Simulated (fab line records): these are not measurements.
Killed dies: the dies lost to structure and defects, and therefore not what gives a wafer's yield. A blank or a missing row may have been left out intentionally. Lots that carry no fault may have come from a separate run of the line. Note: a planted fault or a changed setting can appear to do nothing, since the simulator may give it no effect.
fab line records	flow n5_finfet
record lots=5	wafers=15	last_day=17
route steps=1938 shown FIN_SAQP@126 FIN_CUT@154 STI_FIN_REVEAL@207 BEOL_M4@1111
lots that met no fault: from a run of the same line without faults
start_h: hours from the record's first day to the start of the lot's first wafer shown	wait_h: how many hours have passed since the lot's step before this one	" repeats the value in the row above	L1.1+2: several wafers, shown together as one row	- value missing, or start not given	* or withheld: withheld	< > ~ a bound
route shown NAME@n: a module of which the file shows steps, and the number in the route of the first	usual: mean/standard deviation of fault-free wafers	same: alike in all rows	chamber/n: place in a boat	sites: each site's reading	_std_site: their standard deviation	_edge_site: mean of outer sites minus mean of inner sites	radius_mm: how far each site lies from the wafer's centre	mask NAME#n: copy n	behind: the most recent tool/chamber to have shaped the wafer	hold: why the lot was held/for how many hours/how that ended	device: transistor that didn't switch, given as n, p or np	end of line: the same wafers' tests at the end of the route	step lacking rows: just its recipe	killed: dies that structure and defects cost at the first sort, which is not the same as the wafer's yield	map: a wafer's dies, marking killed ones x, the rest . and places with no die _
set.NAME: the setting as run; set.NAME@STEP: as run at that earlier step	model.NAME: the simulator's own value behind a step, which no gauge read
lots at selected steps of the route; one table per step, one row per wafer
services: when a tool's chamber went out of use (start_h, in hours from the record's first day, below 0 if earlier), for how many hours, and the reason
## steps
# step N5_FIN_SAQP_SPACER1_ETCHBACK_25
# recipe chemistry=CHF3/O2	mode=anisotropic_etchback	target=SiO2	target_depth_a=244	time_s=12.2	pressure_mtorr=30	source_w=650	bias_w=170	Ar_flow_sccm=200	CHF3_flow_sccm=50	O2_flow_sccm=5	ion_energy_ev=200
# step N5_FIN_SAQP_MANDREL1_REMOVE_56
# recipe chemistry=HBr/Cl2/O2	bt_time_s=10	target=a-Si	stop_on=SiNx	endpoint=OES-SiCl	over_etch_frac=1	icp_w=600	bias_w=22	HBr_flow_sccm=150	Cl2_flow_sccm=80	O2_flow_sccm=5	pressure_mtorr=10
# step N5_FIN_SAQP_ETCH_57
# recipe chemistry=CH3F/O2	target=SiNx	mask_material=SiO2	target_depth_a=325	time_s=46.4	pressure_mtorr=30	source_w=395	bias_w=73	Ar_flow_sccm=150	CH3F_flow_sccm=30	O2_flow_sccm=20	ion_energy_ev=120	ends=cleared
# step N5_FIN_SAQP_ETCH_65
# recipe chemistry=CF4	target=SiO2	target_depth_a=40	ion_energy_ev=350	time_s=4.4	pressure_mtorr=10	icp_w=800	bias_w=400	cf4_flow_sccm=80
# step N5_FIN_SAQP_MANDREL_ETCH_58
# recipe chemistry=HBr/Cl2	target=a-Si	target_depth_a=450	bt_time_s=10	stop_on=SiNx	mask_material=SiO2	over_etch_frac=0.8	time_s=27	pressure_mtorr=10	icp_w=800	bias_w=75	HBr_flow_sccm=150	Cl2_flow_sccm=80	ends=end_point
# step N5_FIN_SAQP_RECESS_63
# recipe chemistry=HF/NH3	target=SiO2	target_depth_a=180	afs_cycles=3	temp_c=30	sublimation_temp_c=180	sublimation_time_s=60
# step N5_FIN_SAQP_COAT_68
# recipe resist=SOC	temp_c=250	time_s=60	spin_rpm=1500	resist_thk_nm=100
# step N5_FIN_SAQP_ETCH_69
# recipe chemistry=N2/H2	target=SOC	target_depth_a=1500	stop_on=SiNx	ion_energy_ev=100	bias_w=61	pressure_mtorr=30	source_w=850	n2_flow_sccm=200	h2_flow_sccm=200
# step N5_FIN_SAQP_ETCH_67
# recipe chemistry=CH3F/O2	target=SiNx	target_depth_a=300	mask_material=SOC	pressure_mtorr=30	source_w=395	bias_w=73	Ar_flow_sccm=150	CH3F_flow_sccm=30	O2_flow_sccm=20	ion_energy_ev=120
# step N5_FIN_SAQP_STRIP_70
# recipe chemistry=N2/H2	power_w=500	temp_c=40	pressure_mtorr=50	rf_frequency_hz=6e+07	overash_fraction=0.3	bias_power_w=28	h2_frac=0.5	n2_flow_sccm=300	h2_flow_sccm=300
# step N5_FIN_SAQP_RECESS_71
# recipe chemistry=HF/NH3	target=SiO2	target_depth_a=30	afs_cycles=1	temp_c=30	sublimation_temp_c=180	sublimation_time_s=60
# step N5_FIN_SAQP_SPACER2_ALD_28
# recipe material=SiO2	target_thk_a=81	temp_c=300	ald_precursor_family=BDEAS	ald_co_reactant=O2-plasma	pulse_time_s=1	purge_time_s=2	co_reactant_purge_time_s=2	pressure_torr=2
# usual heater_power_w=452/35	precursor_pulse_height_rel=1.004/0.022
lot.wafer	tool	chamber	start_h	wait_h	heater_power_w	precursor_pulse_height_rel	since_wet_clean_h	model.SiO2_of_FIN_SAQP_SPACER2_ALD_28.thk_nm
L141.1	ald_sin-02	2	100.14	0.7	496	0.969	289	8.2
L141.2	"	3	"	"	436	1.017	289	8.2
L141.5	"	1	"	"	507	1.007	-	8
L149.2	ald_sin-02	2	147.00	0.6	506	1.019	336	3
L149.3	"	1	"	"	498	1.018	336	2.8
L149.6	"	3	"	"	423	1.006	-	3
L150.2	ald_sin-02	2	151.44	0.1	512	0.971	340	3
L150.4	"	1	"	"	484	0.995	340	2.8
L150.5	"	3	"	"	429	0.986	-	3
L151.1	ald_sin-02	2	157.25	0.1	504	1.022	346	3
L151.4	"	0	"	"	450	0.982	346	3
L151.6	"	0	"	"	466	1.016	-	3
L152.4	ald_sin-01	1	163.80	0.1	403	0.952	156	8
L152.5	"	3	"	"	404	1.012	-	8
L152.6	"	2	"	"	482	0.977	-	8.2
# step N5_FIN_SAQP_SPACER2_ETCHBACK_29
# recipe chemistry=CHF3/O2	mode=anisotropic_etchback	target=SiO2	target_depth_a=122	time_s=6.1	pressure_mtorr=30	source_w=650	bias_w=170	Ar_flow_sccm=200	CHF3_flow_sccm=50	O2_flow_sccm=5	ion_energy_ev=200
# step N5_FIN_SAQP_MANDREL2_REMOVE_60
# recipe chemistry=HBr/Cl2/O2	bt_time_s=10	target=a-Si	stop_on=SiNx	endpoint=OES-SiCl	over_etch_frac=1	icp_w=600	bias_w=22	HBr_flow_sccm=150	Cl2_flow_sccm=80	O2_flow_sccm=5	pressure_mtorr=10
# usual bias_w=22.01/0.069	drypump_motor_current_A=5.5/0.39	oes_product_au=1.007/0.019	throttle_valve_pct=36.6/0.32
# same bt_time_s=10
lot.wafer	tool	chamber	start_h	wait_h	bias_w	drypump_motor_current_A	oes_product_au	rf_hours_counter_h	throttle_valve_pct	model.FIN_SAQP.cd_nm
L141.1	rie_si-04	2	100.55	0.1	22.00	6.4	0.990	51	36.4	8
L141.2	"	3	"	"	21.94	5.7	1.002	72	36.8	8
L141.5	"	2	"	"	22.02	6.4	0.986	-	36.4	8
L149.2	rie_si-05	1	147.41	0.1	22.11	5.0	0.998	111	36.4	3
L149.3	"	3	"	"	22.00	5.1	1.035	168	36.6	2.6
L149.6	"	3	"	"	22.08	5.1	1.037	-	36.7	2.6
L150.2	rie_si-05	1	151.86	0.1	21.97	5.0	0.991	111	36.3	3.2
L150.4	"	3	"	"	21.98	5.1	1.027	168	36.6	2.6
L150.5	"	1	"	"	22.09	5.0	0.996	-	36.4	3
L151.1	rie_si-04	2	157.74	0.1	22.08	6.4	0.981	53	36.4	2.8
L151.4	"	2	"	"	22.11	6.4	0.993	-	36.4	2.8
L151.6	"	3	"	"	21.92	5.7	1.014	-	36.8	2.8
L152.4	rie_si-02	1	164.21	0.1	22.01	5.5	1.020	106	37.0	8.2
L152.5	"	1	"	"	21.86	5.5	1.016	-	37.0	8.2
L152.6	"	0	"	"	21.95	5.6	0.978	-	36.5	8.2
# step N5_FIN_SAQP_CD_MEAS_31
# recipe target_cd_nm=8	landing_energy_ev=1000	detector=se_inlens	polarity=line
# usual cd_nm=8.09/0.25
lot.wafer	tool	chamber	start_h	wait_h	cd_nm
L141.1	cd_sem-02	0	100.66	0.1	8.02
L141.2	"	0	"	"	7.78
L141.5	"	0	"	"	8.19
L149.2	cd_sem-01	0	147.52	0.1	2.92
L149.3	"	0	"	"	2.54
L149.6	"	0	"	"	2.74
L150.2	cd_sem-03	0	151.97	0.1	3.33
L150.4	"	0	"	"	2.55
L150.5	"	0	"	"	3.18
L151.1	cd_sem-03	0	157.85	0.1	2.93
L151.4	"	0	"	"	2.79
L151.6	"	0	"	"	2.99
L152.4	cd_sem-03	0	164.33	0.1	7.88
L152.5	"	0	"	"	8.35
L152.6	"	0	"	"	8.31
# step N5_FIN_SAQP_HM_OPEN_33
# recipe chemistry=CH3F/O2	target=SiNx	mask_material=SiO2	target_depth_a=494	time_s=70.6	pressure_mtorr=30	source_w=395	bias_w=73	Ar_flow_sccm=150	CH3F_flow_sccm=30	O2_flow_sccm=20	ion_energy_ev=120	ends=cleared
# step N5_FIN_SAQP_ETCH_34
# recipe chemistry=C4F6/O2	target=SiO2	target_depth_a=450	time_s=15	ion_energy_ev=250	pressure_mtorr=30	source_w=345	bias_w=185	Ar_flow_sccm=300	C4F6_flow_sccm=10	O2_flow_sccm=10	ends=cleared
# step N5_FIN_SAQP_STRIP_77
# recipe chemistry=N2/H2	time_s=90	power_w=100	temp_c=40	pressure_mtorr=100	rf_frequency_hz=6e+07	bias_power_w=3	n2_flow_sccm=300	h2_flow_sccm=300
# step N5_FIN_SAQP_HM_CD_35
# recipe target_cd_nm=8	polarity=line
# usual cd_nm=8.03/0.28
lot.wafer	tool	chamber	start_h	wait_h	cd_nm
L141.1	cd_sem-01	-	100.92	0.1	7.87
L141.2	"	-	"	"	7.92
L141.5	"	-	"	"	7.64
L149.2	cd_sem-02	-	147.79	0.1	3.29
L149.3	"	-	"	"	2.71
L149.6	"	-	"	"	2.95
L150.2	cd_sem-03	-	152.23	0.1	3.28
L150.4	"	-	"	"	2.34
L150.5	"	-	"	"	2.82
L151.1	cd_sem-03	-	158.16	0.1	2.52
L151.4	"	-	"	"	2.70
L151.6	"	-	"	"	2.14
L152.4	cd_sem-01	-	164.60	0.1	8.12
L152.5	"	-	"	"	8.04
L152.6	"	-	"	"	8.06
# step N5_FIN_SAQP_ETCH_64
# recipe chemistry=CF4	target=SiO2	target_depth_a=15	ion_energy_ev=350	pressure_mtorr=10	icp_w=800	bias_w=400	cf4_flow_sccm=80
# step N5_FIN_SAQP_FIN_ETCH_36
# recipe chemistry=HBr/Cl2/O2	target_depth_a=1200	mask_material=SiNx	time_s=50.4	bias_w=102	pressure_mtorr=10	icp_w=800	HBr_flow_sccm=150	Cl2_flow_sccm=80	O2_flow_sccm=12
# usual bias_w=102.0/0.31	drypump_motor_current_A=5.5/0.33	oes_product_au=1.000/0.027	throttle_valve_pct=36.07/0.29
lot.wafer	tool	chamber	start_h	wait_h	bias_w	drypump_motor_current_A	oes_product_au	rf_hours_counter_h	throttle_valve_pct	model.FIN_SAQP.cd_nm
L141.1	rie_si-02	2	100.99	0.0	102.3	5.3	0.971	1	36.03	8
L141.2	"	0	"	"	101.5	5.6	0.992	5	35.86	8.2
L141.5	"	1	"	"	102.0	5.5	1.035	-	36.25	8
L149.2	rie_si-04	1	147.85	0.0	102.3	5.0	1.016	36	36.32	3.2
L149.3	"	3	"	"	101.9	5.7	0.999	73	36.16	2.4
L149.6	"	2	"	"	101.6	6.4	0.981	-	35.73	2.8
L150.2	rie_si-02	0	152.30	0.0	102.3	5.6	0.988	6	35.87	3
L150.4	"	2	"	"	102.3	5.4	0.971	2	36.03	2.4
L150.5	"	2	"	"	101.4	5.4	0.960	-	36.02	2.8
L151.1	rie_si-04	3	158.23	0.0	102.3	5.7	0.989	73	36.16	2.6
L151.4	"	3	"	"	102.1	5.7	1.004	-	36.14	2.8
L151.6	"	2	"	"	101.4	6.4	0.989	-	35.74	2.6
L152.4	rie_si-05	2	164.66	0.0	101.9	5.5	1.012	126	35.80	8
L152.5	"	2	"	"	102.1	5.5	1.014	-	35.79	8
L152.6	"	1	"	"	101.7	5.0	0.998	-	35.69	8
# step N5_FIN_SAQP_CD_MEAS_37
# recipe target_cd_nm=8	polarity=line
# usual cd_nm=8.04/0.29
lot.wafer	tool	chamber	start_h	wait_h	cd_nm
L141.1	cd_sem-01	-	101.11	0.1	7.84
L141.2	"	-	"	"	7.97
L141.5	"	-	"	"	8.10
L149.2	cd_sem-03	-	147.97	0.1	3.16
L149.3	"	-	"	"	2.51
L149.6	"	-	"	"	2.97
L150.2	cd_sem-03	-	152.42	0.1	2.85
L150.4	"	-	"	"	2.37
L150.5	"	-	"	"	2.91
L151.1	cd_sem-01	-	158.36	0.1	2.54
L151.4	"	-	"	"	2.90
L151.6	"	-	"	"	2.65
L152.4	cd_sem-01	-	164.79	0.1	7.44
L152.5	"	-	"	"	7.89
L152.6	"	-	"	"	7.91
# step N5_FIN_SAQP_PRECLEAN_38
# recipe chemistry=O3/DIW	time_s=45	temp_c=22	o3_ppm=10
# step N5_FIN_SAQP_PRECLEAN_45
# recipe chemistry=dHF	time_s=10	dilution=500:1	temp_c=25
# step N5_FIN_SAQP_SRD_39
# recipe dry=ipa_marangoni	time_s=30	temp_c=23	rinse_liquid=diw
# step N5_FIN_CUT_COAT_18
# recipe resist=SOC	temp_c=250	time_s=60	spin_rpm=1500	resist_thk_nm=230
# step N5_FIN_CUT_COAT_19
# recipe resist=SiARC	temp_c=220	time_s=60	spin_rpm=1500	resist_thk_nm=20
# step N5_FIN_CUT_COAT_29
# recipe resist=underlayer	temp_c=205	time_s=60	spin_rpm=1500	resist_thk_nm=10
# step N5_FIN_CUT_COAT_02
# recipe resist=CAR-EUV	spin_rpm=1500	resist_thk_nm=30
# step N5_FIN_CUT_EBR_04
# recipe solvent=PGMEA	ebr_width_mm=1.5
# step N5_FIN_CUT_SOFTBAKE_03
# recipe temp_c=110	time_s=60	resist=CAR-EUV
# step N5_FIN_CUT_EXPOSE_05
# recipe mask_id=FIN_CUT	na=0.33	source_shape=annular	sigma_inner=0.35	sigma_outer=0.8	polarization=unpolarized	dose_mj=45.75
# step N5_FIN_CUT_PEB_06
# recipe peb_temp_c=100	peb_time_s=60	resist=CAR-EUV
# step N5_FIN_CUT_DEVELOP_07
# recipe develop_time_s=30	developer=TMAH	resist=CAR-EUV	rinse_liquid=surfactant_rinse	dry=air_spin	dev_temp_c=23
# step N5_FIN_CUT_DESCUM_13
# recipe chemistry=O2	time_s=7	source_power_w=50	bias_power_w=20	pressure_mtorr=20	rf_frequency_hz=2.712e+07	temp_c=40	resist=CAR-EUV	o2_flow_sccm=225
# step N5_FIN_CUT_ETCH_30
# recipe chemistry=N2/H2	target=underlayer	target_depth_a=130	mask_material=CAR-EUV	time_s=10.4	ion_energy_ev=200	pressure_mtorr=30	source_w=840	bias_w=150	n2_flow_sccm=200	h2_flow_sccm=200	ends=cleared
# step N5_STI_FIN_REVEAL_CD_MEAS_22
# recipe target_cd_nm=6.238	pitch_nm=28	polarity=line
# usual cd_nm=6.19/0.29
lot.wafer	tool	chamber	start_h	wait_h	cd_nm
L141.1	cd_sem-01	-	112.55	0.0	6.43
L141.2	"	-	"	"	6.33
L141.5	"	-	"	"	6.33
L149.2	cd_sem-01	-	158.67	0.0	0.72
L149.3	"	-	"	"	0.57
L149.6	"	-	"	"	1.04
L150.2	cd_sem-02	-	162.47	0.0	1.24
L150.4	"	-	"	"	0.40
L150.5	"	-	"	"	0.78
L151.1	cd_sem-03	-	168.96	0.0	1.48
L151.4	"	-	"	"	0.72
L151.6	"	-	"	"	1.03
L152.4	cd_sem-03	-	175.00	0.0	5.95
L152.5	"	-	"	"	6.17
L152.6	"	-	"	"	5.79
# step N5_BEOL_M4_RC_MEAS_101
# usual DIBL_N=36.2/2	DIBL_P=36.1/2.4	IOFF_N=0.16/0.035	IOFF_N_85C=3.1/0.58	IOFF_N_LIN=0.073/0.014	IOFF_P=0.22/0.041	IOFF_P_85C=3.7/0.58	IOFF_P_LIN=0.102/0.015	ION_N=675/14	ION_P=465/8.6	SS_N=71.5/0.64	SS_P=73.2/0.76	VT_N=250/3.9	VT_N_LVT=100/3.9	VT_P=-249/3.4	VT_P_LVT=-99/3.4
lot.wafer	tool	chamber	start_h	wait_h	DIBL_N[mV/V]	DIBL_P[mV/V]	IOFF_N[nA/um]	IOFF_N_85C[nA/um]	IOFF_N_LIN[nA/um]	IOFF_P[nA/um]	IOFF_P_85C[nA/um]	IOFF_P_LIN[nA/um]	ION_N[uA/um]	ION_P[uA/um]	SS_N[mV/dec]	SS_P[mV/dec]	VT_N[mV]	VT_N_LVT[mV]	VT_P[mV]	VT_P_LVT[mV]
L141.1	prober-02	0	256.48	0.0	35.1	37.2	0.15	3.0	0.071	0.26	4.4	0.123	678	483	71.3	73.0	252	100	-242	-95
L141.2	"	0	"	"	36.7	38.3	0.19	3.6	0.083	0.28	4.6	0.126	698	484	72.2	73.4	247	98	-244	-95
L141.5	"	0	"	"	33.9	35.8	0.14	2.8	0.067	0.23	4.0	0.112	685	479	70.9	72.3	251	101	-248	-95
L150.2	prober-02	0	296.09	0.2	4.7	-7.0	0.00	0.1	0.001	0.01	0.2	0.006	423	333	64.9	61.9	330	177	-300	-151
L150.4	"	0	"	"	3.7	-8.5	0.00	0.1	0.001	0.00	0.1	0.006	413	335	65.1	62.0	335	184	-304	-154
L150.5	"	0	"	"	1.3	-11.2	0.00	0.0	0.001	0.00	0.1	0.005	409	331	64.2	61.1	334	183	-305	-155
L149.2	prober-02	0	297.49	0.2	6.8	-6.9	0.00	0.1	0.002	0.01	0.2	0.009	446	350	65.0	63.2	320	169	-294	-143
L149.3	"	0	"	"	0.0	-14.8	0.00	0.0	0.001	0.00	0.1	0.006	408	334	63.4	60.8	337	183	-301	-149
L149.6	"	0	"	"	4.4	-10.9	0.00	0.1	0.002	0.01	0.2	0.007	418	339	64.8	61.6	326	177	-298	-145
L151.1	prober-01	0	298.57	0.0	2.9	-9.1	0.00	0.1	0.001	0.01	0.2	0.007	418	343	63.9	62.2	326	178	-295	-146
L151.4	"	0	"	"	4.8	-8.3	0.00	0.1	0.002	0.01	0.2	0.008	426	339	64.7	62.9	323	175	-296	-147
L151.6	"	0	"	"	3.9	-9.0	0.00	0.1	0.001	0.01	0.2	0.007	425	338	64.5	62.3	327	178	-303	-150
L152.4	prober-01	0	315.28	0.5	33.0	33.1	0.11	2.2	0.053	0.15	2.8	0.078	665	453	70.3	72.6	258	106	-256	-104
L152.5	"	0	"	"	33.5	33.3	0.12	2.3	0.057	0.15	2.8	0.078	671	453	70.7	72.2	255	104	-256	-103
L152.6	"	0	"	"	34.9	34.8	0.13	2.6	0.060	0.17	3.0	0.083	675	459	71.2	73.0	254	103	-254	-104
## services
tool	chamber	start_h	hours	kind
rie_si-05	0	96.58	3.6	repair
rie_si-04	0	127.15	36.9	repair
rie_si-02	-	135.14	2.8	pm
## key
first_sign step=N5_FIN_SAQP_CD_MEAS_31	reading=cd_nm	direction=down	sigmas=21	usual=8.09	struck=2.89
effect step=N5_FIN_SAQP_HM_CD_35	reading=cd_nm	direction=down	sigmas=19	usual=8.03	struck=2.75
effect step=N5_FIN_SAQP_CD_MEAS_37	reading=cd_nm	direction=down	sigmas=18	usual=8.04	struck=2.76
effect step=N5_STI_FIN_REVEAL_CD_MEAS_22	reading=cd_nm	direction=down	sigmas=18	usual=6.19	struck=0.89
effect step=N5_BEOL_M4_RC_MEAS_101	reading=VT_N	direction=up	sigmas=20	usual=250	struck=329
effect step=N5_BEOL_M4_RC_MEAS_101	reading=VT_N_LVT	direction=up	sigmas=20	usual=100	struck=178
effect step=N5_BEOL_M4_RC_MEAS_101	reading=DIBL_P	direction=down	sigmas=19	usual=36.1	struck=-9.5
effect step=N5_BEOL_M4_RC_MEAS_101	reading=ION_N	direction=down	sigmas=18	usual=675	struck=421
effect step=N5_BEOL_M4_RC_MEAS_101	reading=DIBL_N	direction=down	sigmas=16	usual=36.2	struck=3.6
effect step=N5_BEOL_M4_RC_MEAS_101	reading=SS_P	direction=down	sigmas=15	usual=73.2	struck=62.0
effect step=N5_BEOL_M4_RC_MEAS_101	reading=VT_P	direction=down	sigmas=15	usual=-249	struck=-300
effect step=N5_BEOL_M4_RC_MEAS_101	reading=ION_P	direction=down	sigmas=15	usual=465	struck=338
effect step=N5_BEOL_M4_RC_MEAS_101	reading=VT_P_LVT	direction=down	sigmas=15	usual=-99	struck=-149
effect step=N5_BEOL_M4_RC_MEAS_101	reading=SS_N	direction=down	sigmas=11	usual=71.5	struck=64.5
effect step=N5_BEOL_M4_RC_MEAS_101	reading=IOFF_P_LIN	direction=down	sigmas=6.3	usual=0.102	struck=0.007
effect step=N5_BEOL_M4_RC_MEAS_101	reading=IOFF_P_85C	direction=down	sigmas=6.1	usual=3.7	struck=0.2
model_effect step=N5_FIN_SAQP_SPACER2_ALD_28	value=SiO2_of_FIN_SAQP_SPACER2_ALD_28.thk_nm	without=8.022	struck=2.956
model_effect step=N5_FIN_SAQP_MANDREL2_REMOVE_60	value=FIN_SAQP.cd_nm	without=8	struck=2.822
model_effect step=N5_FIN_SAQP_FIN_ETCH_36	value=FIN_SAQP.cd_nm	without=7.889	struck=2.733
met_at N5_FIN_SAQP_SPACER2_ALD_28
struck_wafers L149.2,L149.3,L149.6,L150.2,L150.4,L150.5,L151.1,L151.4,L151.6
sort_left_out L149.2,L149.3,L149.6,L150.2,L150.4,L150.5,L151.1,L151.4,L151.6
onset_between 100.14 147.00
fault kind=process_parameter_drift	tool=ald_sin-02	chamber=-	onset_h=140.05	steps=N5_FIN_SAQP_SPACER2_ALD_28	channel=target_thk_a	offset=*	shape=step	end_h=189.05	acts_in=*	stated=*
# sort_left_out: the simulated sort isn't trusted on such a fault, so these wafers' sort isn't shown, and their yield isn't known
